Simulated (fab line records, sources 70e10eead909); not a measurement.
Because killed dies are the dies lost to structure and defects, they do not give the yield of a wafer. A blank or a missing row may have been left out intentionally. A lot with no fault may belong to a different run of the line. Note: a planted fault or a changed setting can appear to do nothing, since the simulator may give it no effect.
fab line records	flow nandHarc
record lots=24	wafers=72	lastDay=33
route steps=1302 shown A_CONTACT@1045
lots that met no fault: from a run of the same line without faults
startH: the number of hours between the record's first day and the start of the first shown wafer of the lot	waitH: how many hours have passed since the lot's step before this one	" as in the row above	L1.1+2: one row covering several wafers at once	- value missing, or start not given	* or withheld: withheld	< > ~ a bound
route shown NAME@n: names a module that has steps shown in the file, with the first one's number in the route	usual: mean/standard deviation taken from wafers without a fault	same: alike in all rows	chamber/n: place in a boat	sites: the reading at each site	_std_site: the standard deviation of these	_edge_site: inner sites' mean taken away from outer sites' mean	radiusMm: for every site, how far away it sits from the centre of the wafer	mask NAME#n: copy n	behind: the last tool/chamber to shape the wafer	hold: cause of the lot's hold/its duration in hours/its outcome	device: whichever transistor did not switch (one of n, p or np)	end of line: the tests these same wafers got at the end of their route	a step without rows: its recipe alone	killed: dies lost to structure and defects at the first sort, not the wafer's yield	map: shows each die of a wafer: x if killed, . if not, _ if none is there
set.NAME: the setting as run; set.NAME@STEP: as run at that earlier step	model.NAME: the simulator's own value behind a step, which no gauge read
the route's steps for a sample of lots (tables are steps, rows are wafers)
services: from which hour (startH, from the record's first day; less than 0 if before it) a tool's chamber was out of use, for how many hours, and why
## steps
# step NHARC_A_CONTACT_ETCH_77
# recipe targetDepthA=1089	timeS=54.5	cf4FlowSccm=100	chf3FlowSccm=30	arFlowSccm=0	rfW=500	biasW=200	chemistry=CF4/CHF3
# usual drypumpMotorCurrentA=5.4/0.53	oesProductAu=0.939/0.019	rfVppV=370.4/2.2	showerheadPlenumPTorr=1.56/0.062	throttleValvePct=16.803/0.0096
lot.wafer	tool	chamber	startH	waitH	drypumpMotorCurrentA	oesProductAu	rfHoursCounterH	rfVppV	showerheadPlenumPTorr	throttleValvePct
L074.4	rieDiel-07	1	-	-	5.8	0.931	3	367.4	1.46	16.784
L074.5	"	1	"	"	5.8	0.930	-	367.3	1.46	16.804
L074.6	"	2	"	"	5.4	0.948	-	371.1	1.57	16.797
L075.4	rieDiel-04	2	-	-	6.3	0.926	50	373.4	1.66	16.789
L075.3	"	3	"	"	5.9	0.916	52	370.3	1.54	16.799
L075.5	"	2	"	"	6.3	0.939	-	372.8	1.66	16.793
L077.4	rieDiel-07	1	-	-	5.8	0.955	6	366.8	1.46	16.790
L077.1	"	2	"	"	5.4	0.986	7	371.0	1.57	16.785
L077.5	"	0	"	"	4.8	0.941	-	372.1	1.64	16.794
L076.3	rieDiel-07	2	-	-	5.4	0.943	8	371.9	1.57	16.804
L076.4	"	3	"	"	5.1	0.925	10	371.1	1.56	16.804
L076.5	"	3	"	"	5.1	0.918	-	369.7	1.56	16.785
L078.2	rieDiel-13	0	-	-	5.9	0.934	2	367.3	1.49	16.793
L078.3	"	1	"	"	5.7	0.919	2	370.9	1.55	16.807
L078.4	"	3	"	"	6.6	0.920	2	372.1	1.56	16.813
L079.1	rieDiel-07	2	-	-	5.3	0.945	10	371.3	1.57	16.809
L079.4	"	3	"	"	5.1	0.933	11	369.0	1.56	16.811
L079.5	"	1	"	"	5.7	0.947	-	367.9	1.46	16.784
L081.3	rieDiel-07	2	-	-	5.3	0.943	15	370.4	1.57	16.796
L081.2	"	0	"	"	4.8	0.930	14	371.1	1.63	16.791
L081.6	"	3	"	"	5.1	0.934	-	369.3	1.56	16.803
L080.3	rieDiel-04	0	-	-	4.9	0.933	9	372.7	1.62	16.800
L080.1	"	3	"	"	6.0	0.927	9	370.2	1.54	16.806
L080.6	"	0	"	"	4.9	0.924	-	370.8	1.62	16.804
L082.2	rieDiel-13	3	-	-	6.6	0.918	16	370.6	1.56	16.823
L082.1	"	0	"	"	5.9	0.928	18	368.3	1.49	16.806
L082.5	"	2	"	"	5.1	0.940	-	367.0	1.47	16.798
L083.2	rieDiel-04	1	-	-	4.8	0.959	11	370.1	1.54	16.798
L083.1	"	3	"	"	5.9	0.951	14	370.9	1.54	16.796
L083.6	"	1	"	"	4.8	0.949	-	369.4	1.54	16.792
L084.3	rieDiel-07	0	-	-	4.8	0.920	19	372.4	1.63	16.803
L084.4	"	1	"	"	5.8	0.934	19	366.3	1.45	16.794
L084.5	"	3	"	"	5.1	0.914	-	370.8	1.55	16.798
L085.4	rieDiel-07	2	-	-	5.4	0.935	21	371.7	1.57	16.811
L085.1	"	3	"	"	5.0	0.925	21	371.5	1.55	16.813
L085.6	"	2	"	"	5.4	0.941	-	370.8	1.57	16.799
L086.1	rieDiel-07	2	-	-	5.4	0.942	22	370.9	1.57	16.795
L086.2	"	0	"	"	4.8	0.921	21	373.0	1.63	16.802
L086.5	"	2	"	"	5.4	0.937	-	371.2	1.57	16.814
L089.1	rieDiel-07	3	-	-	5.0	0.923	26	368.8	1.55	16.795
L089.4	"	0	"	"	4.8	0.926	-	371.4	1.63	16.805
L089.5	"	3	"	"	5.0	0.924	-	369.9	1.55	16.786
L088.2	rieDiel-04	1	-	-	4.8	0.927	33	369.0	1.54	16.799
L088.4	"	3	"	"	5.9	0.928	33	368.6	1.53	16.811
L088.6	"	2	"	"	6.3	0.928	-	372.6	1.65	16.813
L087.3	rieDiel-04	0	-	-	4.9	0.930	38	372.0	1.62	16.811
L087.4	"	1	"	"	4.8	0.933	34	369.1	1.53	16.809
L087.5	"	2	"	"	6.3	0.933	-	373.3	1.65	16.812
L092.4	rieDiel-13	3	-	-	6.6	0.925	47	369.7	1.55	16.808
L092.1	"	1	"	"	5.7	0.932	43	368.5	1.54	16.788
L092.6	"	3	"	"	6.6	0.921	-	370.8	1.55	16.815
L091.4	rieDiel-07	3	-	-	5.0	0.993	2	369.6	1.55	16.802
L091.2	"	2	"	"	5.4	0.985	2	369.7	1.56	16.798
L091.6	"	0	"	"	4.8	0.963	-	373.2	1.63	16.803
L090.1	rieDiel-13	2	-	-	5.0	0.940	44	366.1	1.47	16.816
L090.4	"	0	"	"	5.9	0.926	45	367.5	1.48	16.802
L090.5	"	2	"	"	5.1	0.933	-	365.8	1.47	16.806
L093.1	rieDiel-07	3	-	-	5.1	0.984	7	369.4	1.55	16.795
L093.2	"	0	"	"	4.8	0.961	4	371.8	1.63	16.799
L093.4	"	1	"	"	5.8	0.966	6	375.4	1.70	16.826
L094.1	rieDiel-07	3	-	-	5.1	0.934	8	370.0	1.55	16.791
L094.2	"	1	"	"	5.8	0.933	7	374.3	1.70	16.772
L094.5	"	3	"	"	5.0	0.935	-	370.9	1.55	16.796
L096.2	rieDiel-07	2	-	-	5.3	0.922	12	370.6	1.56	16.805
L096.3	"	3	"	"	5.1	0.936	12	369.6	1.55	16.813
L096.5	"	2	"	"	5.4	0.927	-	371.2	1.56	16.797
L095.4	rieDiel-13	2	-	-	5.1	0.975	4	367.0	1.46	16.817
L095.3	"	3	"	"	6.6	1.000	6	370.1	1.55	16.820
L095.2	"	0	"	"	5.9	0.978	6	368.4	1.48	16.813
L097.1	rieDiel-07	1	-	-	5.8	0.931	11	374.7	1.70	16.804
L097.3	"	2	"	"	5.4	0.922	13	369.7	1.56	16.800
L097.2	"	3	"	"	5.1	0.932	14	371.5	1.55	16.810
# step NHARC_A_CONTACT_ETCH_126
# recipe sourceW=withheld	pressureMtorr=20	biasV=3000	timeS=197	targetDepthA=19180	arFlowSccm=withheld	c4f8FlowSccm=withheld	o2FlowSccm=withheld	chemistry=C4F8/O2/Ar
lot.wafer	tool	chamber	startH	waitH	rfHoursCounterH
L074.4	harCapEtch-03	1	521.91	0.1	-
L074.5	"	0	"	"	-
L074.6	"	1	"	"	-
L075.3	harCapEtch-02	0	522.07	0.1	-
L075.4	"	1	"	"	-
L075.5	"	1	"	"	-
L077.1	harCapEtch-01	1	529.59	0.1	5
L077.4	"	1	"	"	-
L077.5	"	1	"	"	-
L076.3	harCapEtch-02	1	538.29	0.1	-
L076.4	"	0	"	"	-
L076.5	"	1	"	"	-
L078.2	harCapEtch-03	1	539.20	0.2	49
L078.3	"	0	"	"	-
L078.4	"	1	"	"	-
L079.1	harCapEtch-02	1	541.45	0.2	87
L079.4	"	1	"	"	-
L079.5	"	0	"	"	-
L081.2	harCapEtch-02	1	568.67	0.1	90
L081.3	"	0	"	"	-
L081.6	"	1	"	"	-
L080.1	harCapEtch-01	1	572.01	0.1	13
L080.3	"	1	"	"	-
L080.6	"	1	"	"	-
L082.1	harCapEtch-02	0	582.85	0.1	95
L082.2	"	1	"	"	95
L082.5	"	1	"	"	-
L083.2	harCapEtch-01	1	583.32	0.1	16
L083.1	"	0	"	"	16
L083.6	"	1	"	"	-
L084.4	harCapEtch-02	0	603.70	0.1	-
L084.3	"	1	"	"	-
L084.5	"	0	"	"	-
L085.1	harCapEtch-03	1	609.06	0.1	61
L085.4	"	1	"	"	-
L085.6	"	1	"	"	-
L086.2	harCapEtch-01	0	611.18	0.1	21
L086.1	"	1	"	"	21
L086.5	"	1	"	"	-
L089.1	harCapEtch-02	0	636.59	0.1	104
L089.4	"	1	"	"	-
L089.5	"	1	"	"	-
L088.2	harCapEtch-03	1	637.28	0.2	67
L088.4	"	0	"	"	-
L088.6	"	0	"	"	-
L087.4	harCapEtch-01	0	640.77	0.1	-
L087.3	"	1	"	"	-
L087.5	"	0	"	"	-
L092.1	harCapEtch-02	1	666.40	0.1	109
L092.4	"	0	"	"	-
L092.6	"	1	"	"	-
L091.2	harCapEtch-03	0	669.79	0.2	72
L091.4	"	0	"	"	-
L091.6	"	1	"	"	-
L090.1	harCapEtch-01	1	669.91	0.1	32
L090.4	"	1	"	"	-
L090.5	"	0	"	"	-
L093.1	harCapEtch-03	1	696.31	0.1	75
L093.2	"	0	"	"	75
L093.4	"	0	"	"	-
L094.1	harCapEtch-02	1	703.29	0.1	115
L094.2	"	0	"	"	115
L094.5	"	1	"	"	-
L096.2	harCapEtch-03	0	723.30	0.1	78
L096.3	"	0	"	"	-
L096.5	"	0	"	"	-
L095.2	harCapEtch-01	0	724.72	0.1	41
L095.3	"	0	"	"	-
L095.4	"	1	"	"	-
L097.1	harCapEtch-03	0	736.04	0.1	82
L097.2	"	1	"	"	82
L097.3	"	1	"	"	-
# step NHARC_A_CONTACT_ETCH_129
# recipe sourceW=withheld	pressureMtorr=20	biasV=3000	timeS=197	targetDepthA=19180	arFlowSccm=withheld	c4f8FlowSccm=withheld	o2FlowSccm=withheld	chemistry=C4F8/O2/Ar
lot.wafer	tool	chamber	startH	waitH	rfHoursCounterH
L074.4	harCapEtch-03	1	522.44	0.1	-
L074.5	"	0	"	"	-
L074.6	"	1	"	"	-
L075.3	harCapEtch-02	0	522.61	0.1	-
L075.4	"	1	"	"	-
L075.5	"	1	"	"	-
L077.1	harCapEtch-01	1	530.12	0.1	5
L077.4	"	1	"	"	-
L077.5	"	1	"	"	-
L076.3	harCapEtch-02	1	538.82	0.1	-
L076.4	"	0	"	"	-
L076.5	"	1	"	"	-
L078.2	harCapEtch-03	1	539.90	0.2	49
L078.3	"	0	"	"	-
L078.4	"	1	"	"	-
L079.1	harCapEtch-02	1	542.16	0.2	88
L079.4	"	1	"	"	-
L079.5	"	0	"	"	-
L081.2	harCapEtch-02	1	569.19	0.1	91
L081.3	"	0	"	"	-
L081.6	"	1	"	"	-
L080.1	harCapEtch-01	1	572.54	0.1	13
L080.3	"	1	"	"	-
L080.6	"	1	"	"	-
L082.1	harCapEtch-02	0	583.38	0.1	95
L082.2	"	1	"	"	95
L082.5	"	1	"	"	-
L083.2	harCapEtch-01	1	583.85	0.1	17
L083.1	"	0	"	"	17
L083.6	"	1	"	"	-
L084.4	harCapEtch-02	0	604.23	0.1	-
L084.3	"	1	"	"	-
L084.5	"	0	"	"	-
L085.1	harCapEtch-03	1	609.59	0.1	62
L085.4	"	1	"	"	-
L085.6	"	1	"	"	-
L086.2	harCapEtch-01	0	611.72	0.1	22
L086.1	"	1	"	"	22
L086.5	"	1	"	"	-
L089.1	harCapEtch-02	0	637.12	0.1	104
L089.4	"	1	"	"	-
L089.5	"	1	"	"	-
L088.2	harCapEtch-03	1	637.98	0.2	67
L088.4	"	0	"	"	-
L088.6	"	0	"	"	-
L087.4	harCapEtch-01	0	641.30	0.1	-
L087.3	"	1	"	"	-
L087.5	"	0	"	"	-
L092.1	harCapEtch-02	1	666.94	0.1	110
L092.4	"	0	"	"	-
L092.6	"	1	"	"	-
L090.1	harCapEtch-01	1	670.44	0.1	33
L090.4	"	1	"	"	-
L090.5	"	0	"	"	-
L091.2	harCapEtch-03	0	670.49	0.2	73
L091.4	"	0	"	"	-
L091.6	"	1	"	"	-
L093.1	harCapEtch-03	1	696.84	0.1	76
L093.2	"	0	"	"	76
L093.4	"	0	"	"	-
L094.1	harCapEtch-02	1	703.83	0.1	115
L094.2	"	0	"	"	115
L094.5	"	1	"	"	-
L096.2	harCapEtch-03	0	723.83	0.1	79
L096.3	"	0	"	"	-
L096.5	"	0	"	"	-
L095.2	harCapEtch-01	0	725.25	0.1	42
L095.3	"	0	"	"	-
L095.4	"	1	"	"	-
L097.1	harCapEtch-03	0	736.57	0.1	82
L097.2	"	1	"	"	82
L097.3	"	1	"	"	-
# step NHARC_A_CONTACT_STRIP_82
# recipe o2FlowSccm=500	arFlowSccm=0	biasW=0	chemistry=O2
# usual drypumpMotorCurrentA=5.4/0.53	oesProductAu=1.006/0.012	rfVppV=57.7/0.83	showerheadPlenumPTorr=3.49/0.14	throttleValvePct=17.036/0.0089
lot.wafer	tool	chamber	startH	waitH	drypumpMotorCurrentA	oesProductAu	rfHoursCounterH	rfVppV	showerheadPlenumPTorr	throttleValvePct
L074.4	rieDiel-07	1	-	-	5.8	0.996	5	57.1	3.27	17.039
L074.5	"	3	"	"	5.1	1.001	-	57.8	3.49	17.041
L074.6	"	0	"	"	4.8	0.999	-	58.4	3.67	17.042
L075.3	rieDiel-07	0	-	-	4.8	1.004	5	57.5	3.67	17.043
L075.4	"	1	"	"	5.8	0.995	5	55.8	3.27	17.044
L075.5	"	0	"	"	4.8	1.000	-	58.2	3.67	17.053
L077.4	rieDiel-13	0	-	-	5.9	1.013	1	56.0	3.34	17.062
L077.1	"	1	"	"	5.7	1.012	1	58.0	3.48	17.025
L077.5	"	0	"	"	5.9	1.020	-	58.4	3.34	17.043
L076.4	rieDiel-07	3	-	-	5.1	1.014	12	57.3	3.49	17.038
L076.3	"	0	"	"	4.8	1.000	11	58.3	3.66	17.036
L076.5	"	1	"	"	5.9	1.028	-	57.3	3.27	17.038
L078.3	rieDiel-07	1	-	-	5.8	1.026	9	57.8	3.27	17.027
L078.2	"	3	"	"	5.1	1.006	12	58.3	3.49	17.044
L078.4	"	0	"	"	4.8	1.005	11	58.4	3.66	17.045
L079.1	rieDiel-13	2	-	-	5.1	1.017	5	57.1	3.32	17.039
L079.4	"	1	"	"	5.7	1.008	7	57.5	3.47	17.030
L079.5	"	3	"	"	6.6	1.005	-	57.4	3.50	17.043
L081.3	rieDiel-07	1	-	-	5.8	1.019	15	57.7	3.27	17.056
L081.2	"	3	"	"	5.1	1.007	16	58.3	3.49	17.033
L081.6	"	0	"	"	4.8	0.999	-	57.8	3.66	17.045
L080.3	rieDiel-04	0	-	-	4.9	0.997	11	58.8	3.64	17.047
L080.1	"	2	"	"	6.3	1.003	8	57.4	3.70	17.034
L080.6	"	1	"	"	4.8	1.012	-	56.3	3.46	17.042
L082.1	rieDiel-07	3	-	-	5.1	0.986	17	58.3	3.49	17.027
L082.2	"	2	"	"	5.4	1.024	16	56.5	3.52	17.038
L082.5	"	0	"	"	4.8	0.989	-	57.0	3.66	17.025
L083.1	rieDiel-07	3	-	-	5.1	0.988	17	58.8	3.49	17.030
L083.2	"	0	"	"	4.8	0.999	16	58.6	3.66	17.034
L083.6	"	3	"	"	5.1	0.991	-	56.5	3.49	17.032
L084.3	rieDiel-07	3	-	-	5.1	0.998	21	57.1	3.48	17.026
L084.4	"	0	"	"	4.8	0.992	20	58.1	3.66	17.027
L084.5	"	3	"	"	5.0	0.998	-	58.0	3.49	17.033
L085.4	rieDiel-13	3	-	-	6.6	0.999	30	57.9	3.48	17.031
L085.1	"	2	"	"	5.1	1.013	27	59.3	3.30	17.029
L085.6	"	3	"	"	6.6	1.003	-	58.6	3.49	17.032
L086.1	rieDiel-13	3	-	-	6.6	1.011	30	56.9	3.48	17.035
L086.2	"	0	"	"	5.9	1.000	30	57.9	3.33	17.040
L086.5	"	3	"	"	6.6	0.996	-	57.9	3.48	17.038
L089.1	rieDiel-07	0	-	-	4.8	0.998	26	58.7	3.66	17.039
L089.4	"	2	"	"	5.4	1.006	28	57.0	3.51	17.048
L089.5	"	1	"	"	5.8	1.012	-	56.9	3.26	17.035
L088.2	rieDiel-07	1	-	-	5.8	1.006	26	56.3	3.26	17.036
L088.4	"	0	"	"	4.8	1.004	26	58.0	3.66	17.030
L088.6	"	1	"	"	5.8	1.001	-	57.2	3.26	17.039
L087.3	rieDiel-07	3	-	-	5.1	0.987	27	58.6	3.48	17.039
L087.4	"	2	"	"	5.4	1.007	-	57.2	3.51	17.042
L087.5	"	3	"	"	5.1	0.977	-	57.5	3.48	17.025
L092.4	rieDiel-04	1	-	-	4.8	1.005	47	58.9	3.44	17.030
L092.1	"	2	"	"	6.3	1.007	41	57.7	3.68	17.041
L092.6	"	1	"	"	4.8	1.010	-	57.8	3.44	17.051
L090.4	rieDiel-04	3	-	-	6.0	1.006	44	57.2	3.43	17.061
L090.1	"	0	"	"	4.9	1.003	49	58.1	3.62	17.027
L090.5	"	2	"	"	6.3	1.008	-	58.9	3.68	17.034
L091.4	rieDiel-07	1	-	-	5.8	1.005	3	57.8	3.81	17.016
L091.2	"	3	"	"	5.0	1.015	3	57.1	3.48	17.038
L091.6	"	0	"	"	4.8	0.991	-	57.8	3.65	17.044
L093.1	rieDiel-07	1	-	-	5.8	1.007	6	58.6	3.80	17.033
L093.2	"	2	"	"	5.4	1.012	8	58.9	3.50	17.033
L093.4	"	0	"	"	4.8	0.992	5	59.2	3.65	17.038
L094.1	rieDiel-07	0	-	-	4.8	1.005	6	58.8	3.65	17.043
L094.2	"	3	"	"	5.1	1.004	9	58.1	3.48	17.049
L094.5	"	1	"	"	5.8	1.004	-	59.6	3.80	17.028
L096.2	rieDiel-13	1	-	-	5.7	1.009	5	57.5	3.45	17.037
L096.3	"	0	"	"	5.9	0.994	7	57.0	3.31	17.030
L096.5	"	2	"	"	5.1	1.007	-	58.5	3.29	17.023
L095.3	rieDiel-04	2	-	-	6.3	0.981	3	58.2	3.68	17.018
L095.4	"	3	"	"	6.0	1.009	3	57.7	3.43	17.018
L095.2	"	1	"	"	4.8	1.008	5	56.7	3.43	17.034
L097.1	rieDiel-04	3	-	-	6.0	1.004	6	57.6	3.42	17.042
L097.2	"	0	"	"	4.9	0.982	10	57.6	3.61	17.045
L097.3	"	2	"	"	6.3	0.992	6	57.6	3.68	17.034
# step NHARC_A_CONTACT_DEP_85
# recipe targetThkA=600	targetThkNm=60	tempC=400	pressureTorr=3.5	flowSccm=200	rfW=350	material=SiON
# usual heaterPowerW=767/96
lot.wafer	tool	chamber	startH	waitH	heaterPowerW
L074.6	pecvd-01	2	529.55	0.1	989
L074.4	"	0	"	"	779
L074.5	"	1	"	"	734
L075.3	pecvd-02	2	531.21	0.9	851
L075.4	"	1	"	"	838
L075.5	"	2	"	"	696
L077.1	pecvd-03	2	536.50	1.5	829
L077.5	"	1	"	"	600
L077.4	"	0	"	"	670
L076.3	pecvd-02	0	543.64	0.9	756
L076.4	"	2	"	"	783
L076.5	"	1	"	"	864
L078.3	pecvd-02	1	544.66	0.9	893
L078.2	"	2	"	"	800
L078.4	"	2	"	"	812
L079.1	pecvd-03	1	547.46	1.5	621
L079.5	"	2	"	"	718
L079.4	"	0	"	"	733
L081.2	pecvd-02	1	573.55	1.2	828
L081.3	"	1	"	"	829
L081.6	"	2	"	"	783
L080.1	pecvd-01	0	576.94	1.5	779
L080.3	"	1	"	"	833
L080.6	"	2	"	"	994
L082.2	pecvd-02	0	587.85	1.1	772
L082.1	"	1	"	"	855
L082.5	"	1	"	"	866
L083.2	pecvd-01	0	589.52	1.2	726
L083.1	"	1	"	"	775
L083.6	"	1	"	"	789
L084.3	pecvd-01	0	611.56	0.9	715
L084.5	"	2	"	"	982
L084.4	"	0	"	"	721
L085.1	pecvd-01	2	617.74	1.5	958
L085.6	"	2	"	"	968
L085.4	"	1	"	"	853
L086.1	pecvd-02	0	619.45	1.4	720
L086.2	"	1	"	"	809
L086.5	"	1	"	"	804
L089.1	pecvd-01	2	643.01	1.5	948
L089.5	"	2	"	"	946
L089.4	"	1	"	"	825
L088.2	pecvd-03	1	644.16	1.2	648
L088.4	"	1	"	"	666
L088.6	"	2	"	"	770
L087.3	pecvd-03	2	645.92	0.9	843
L087.5	"	0	"	"	751
L087.4	"	1	"	"	607
L092.1	pecvd-02	0	676.18	1.5	655
L092.6	"	1	"	"	782
L092.4	"	2	"	"	798
L090.1	pecvd-03	1	679.10	1.4	570
L090.4	"	1	"	"	562
L090.5	"	0	"	"	732
L091.2	pecvd-03	0	679.86	1.2	685
L091.6	"	2	"	"	873
L091.4	"	0	"	"	698
L093.1	pecvd-02	0	701.23	1.5	645
L093.2	"	2	"	"	815
L093.4	"	2	"	"	823
L094.2	pecvd-02	2	708.94	1.2	773
L094.1	"	0	"	"	746
L094.5	"	0	"	"	606
L096.3	pecvd-02	2	728.20	0.9	732
L096.2	"	0	"	"	635
L096.5	"	2	"	"	750
L095.2	pecvd-02	0	731.88	1.2	723
L095.3	"	1	"	"	798
L095.4	"	2	"	"	814
L097.3	pecvd-03	2	744.33	0.9	764
L097.2	"	0	"	"	625
L097.1	"	1	"	"	614
# step NHARC_A_CONTACT_ETCH_31
# recipe targetDepthA=28000	overEtchFrac=0.3	timeS=728	ionEnergyEv=150	o2FlowSccm=400	cosFlowSccm=20	arFlowSccm=0	rfW=500	biasW=300	chemistry=O2/COS
# usual drypumpMotorCurrentA=5.5/0.53	oesProductAu=1.007/0.011	rfVppV=313.6/2	showerheadPlenumPTorr=3.08/0.13	throttleValvePct=28.330/0.0083
lot.wafer	tool	chamber	startH	waitH	drypumpMotorCurrentA	oesProductAu	rfHoursCounterH	rfVppV	showerheadPlenumPTorr	throttleValvePct
L074.4	rieDiel-07	3	-	-	5.1	1.013	9	313.9	3.09	28.322
L074.5	"	0	"	"	4.8	1.001	-	316.5	3.25	28.340
L074.6	"	1	"	"	5.8	1.022	-	310.9	2.89	28.328
L075.3	rieDiel-13	3	-	-	6.6	1.001	1	313.7	3.10	28.316
L075.4	"	1	"	"	5.7	1.007	1	314.3	3.08	28.325
L075.5	"	3	"	"	6.6	0.997	-	314.0	3.10	28.334
L077.1	rieDiel-07	1	-	-	5.8	1.021	8	311.2	2.89	28.340
L077.4	"	0	"	"	4.8	0.992	10	316.3	3.24	28.346
L077.5	"	2	"	"	5.4	1.016	-	313.6	3.11	28.330
L076.4	rieDiel-07	2	-	-	5.4	1.016	11	313.5	3.11	28.328
L076.3	"	3	"	"	5.1	0.994	12	313.9	3.09	28.331
L076.5	"	2	"	"	5.4	1.020	-	313.8	3.11	28.329
L078.3	rieDiel-13	2	-	-	5.1	1.019	6	311.9	2.93	28.328
L078.4	"	3	"	"	6.6	0.984	6	313.5	3.09	28.326
L078.2	"	0	"	"	5.9	1.022	8	313.0	2.95	28.336
L079.4	rieDiel-13	2	-	-	5.1	1.014	7	310.7	2.93	28.328
L079.1	"	3	"	"	6.6	0.996	7	313.9	3.09	28.323
L079.5	"	1	"	"	5.7	1.010	-	312.9	3.07	28.329
L081.2	rieDiel-07	1	-	-	5.8	1.017	15	310.6	2.89	28.339
L081.3	"	0	"	"	4.8	1.006	16	316.1	3.24	28.322
L081.6	"	2	"	"	5.4	1.017	-	314.9	3.11	28.338
L080.3	rieDiel-13	1	-	-	5.7	1.015	18	312.4	3.07	28.331
L080.1	"	2	"	"	5.1	1.012	16	310.5	2.93	28.336
L080.6	"	1	"	"	5.7	1.010	-	313.9	3.07	28.345
L082.1	rieDiel-07	0	-	-	4.8	1.002	17	316.7	3.24	28.320
L082.2	"	3	"	"	5.1	0.995	17	312.9	3.09	28.318
L082.5	"	1	"	"	5.8	1.026	-	310.3	2.89	28.336
L083.2	rieDiel-04	2	-	-	6.3	1.002	13	316.0	3.28	28.331
L083.1	"	3	"	"	5.9	1.013	16	314.3	3.05	28.329
L083.6	"	2	"	"	6.3	1.008	-	316.4	3.28	28.321
L084.4	rieDiel-07	1	-	-	5.8	1.005	22	310.3	2.88	28.325
L084.3	"	2	"	"	5.3	1.015	23	314.0	3.11	28.328
L084.5	"	1	"	"	5.8	1.012	-	309.4	2.88	28.333
L085.4	rieDiel-07	3	-	-	5.1	0.985	23	313.7	3.08	28.330
L085.1	"	1	"	"	5.7	1.016	23	311.1	2.88	28.319
L085.6	"	0	"	"	4.8	1.002	-	316.4	3.24	28.320
L086.1	rieDiel-04	1	-	-	4.8	1.010	25	312.5	3.05	28.342
L086.2	"	2	"	"	6.3	1.011	22	316.7	3.27	28.333
L086.5	"	2	"	"	6.3	1.002	-	316.0	3.27	28.334
L089.1	rieDiel-04	1	-	-	4.8	1.010	35	312.7	3.04	28.313
L089.4	"	3	"	"	6.0	1.011	35	313.3	3.04	28.323
L089.5	"	2	"	"	6.3	1.008	-	317.5	3.27	28.342
L088.4	rieDiel-13	1	-	-	5.7	1.013	37	314.0	3.06	28.338
L088.2	"	2	"	"	5.1	1.020	34	312.9	2.92	28.319
L088.6	"	1	"	"	5.7	1.003	-	313.0	3.06	28.334
L087.3	rieDiel-07	3	-	-	5.0	0.984	27	312.9	3.08	28.329
L087.5	"	3	"	"	5.1	0.981	-	312.8	3.08	28.337
L087.4	"	1	"	"	5.8	1.011	-	310.1	2.88	28.333
L092.1	rieDiel-07	1	-	-	5.8	1.005	3	318.9	3.37	28.329
L092.4	"	0	"	"	4.8	0.995	1	314.6	3.24	28.325
L092.6	"	2	"	"	5.4	1.016	-	313.8	3.10	28.327
L090.1	rieDiel-13	3	-	-	6.6	0.998	51	312.7	3.07	28.323
L090.4	"	1	"	"	5.7	0.988	47	313.1	3.05	28.321
L090.5	"	3	"	"	6.6	1.002	-	313.6	3.07	28.330
L091.4	rieDiel-07	3	-	-	5.1	1.009	4	312.2	3.08	28.334
L091.2	"	1	"	"	5.8	1.002	4	316.2	3.37	28.321
L091.6	"	3	"	"	5.1	1.009	-	313.3	3.08	28.327
L093.1	rieDiel-04	1	-	-	4.8	1.000	58	311.3	3.03	28.317
L093.4	"	3	"	"	5.9	1.003	52	314.7	3.03	28.332
L093.2	"	0	"	"	4.9	1.010	60	315.6	3.20	28.330
L094.1	rieDiel-07	0	-	-	4.8	1.012	7	316.0	3.23	28.337
L094.2	"	1	"	"	5.8	1.011	8	317.7	3.37	28.324
L094.5	"	3	"	"	5.1	1.000	-	312.8	3.07	28.330
L096.3	rieDiel-13	3	-	-	6.6	1.008	8	313.6	3.06	28.341
L096.2	"	1	"	"	5.7	1.015	7	313.7	3.05	28.342
L096.5	"	3	"	"	6.6	1.020	-	312.3	3.06	28.339
L095.2	rieDiel-07	3	-	-	5.1	1.003	13	311.8	3.07	28.327
L095.3	"	1	"	"	5.8	1.001	11	316.6	3.37	28.329
L095.4	"	2	"	"	5.4	0.993	13	313.6	3.10	28.314
L097.2	rieDiel-07	2	-	-	5.4	1.000	16	313.3	3.10	28.329
L097.3	"	3	"	"	5.1	0.998	17	312.7	3.07	28.323
L097.1	"	0	"	"	4.8	1.010	14	316.5	3.23	28.336
## services
tool	chamber	startH	hours	kind
harCapEtch-01	-	497.00	17.0	pm
pecvd-01	1	497.21	3.6	repair
rieDiel-07	0	504.80	-	clean
rieDiel-07	1	504.80	-	clean
rieDiel-07	2	504.80	-	clean
rieDiel-07	3	504.80	-	clean
pecvd-03	-	516.57	1.5	repair
rieDiel-13	-	521.84	9.0	pm
rieDiel-07	0	529.33	-	clean
rieDiel-07	1	529.33	-	clean
rieDiel-07	2	529.33	-	clean
rieDiel-07	3	529.33	-	clean
rieDiel-04	-	531.98	9.0	pm
pecvd-03	-	549.41	13.0	pm
pecvd-02	0	569.85	11.1	repair
pecvd-02	-	589.03	13.0	pm
rieDiel-07	2	620.37	1.4	repair
rieDiel-07	-	648.30	9.0	pm
rieDiel-04	-	666.79	1.2	repair
pecvd-01	-	673.34	13.0	pm
rieDiel-13	-	701.05	9.0	pm
rieDiel-04	-	708.98	9.0	pm
pecvd-03	-	730.41	13.0	pm
rieDiel-13	-	738.66	0.3	repair
## key
fault none
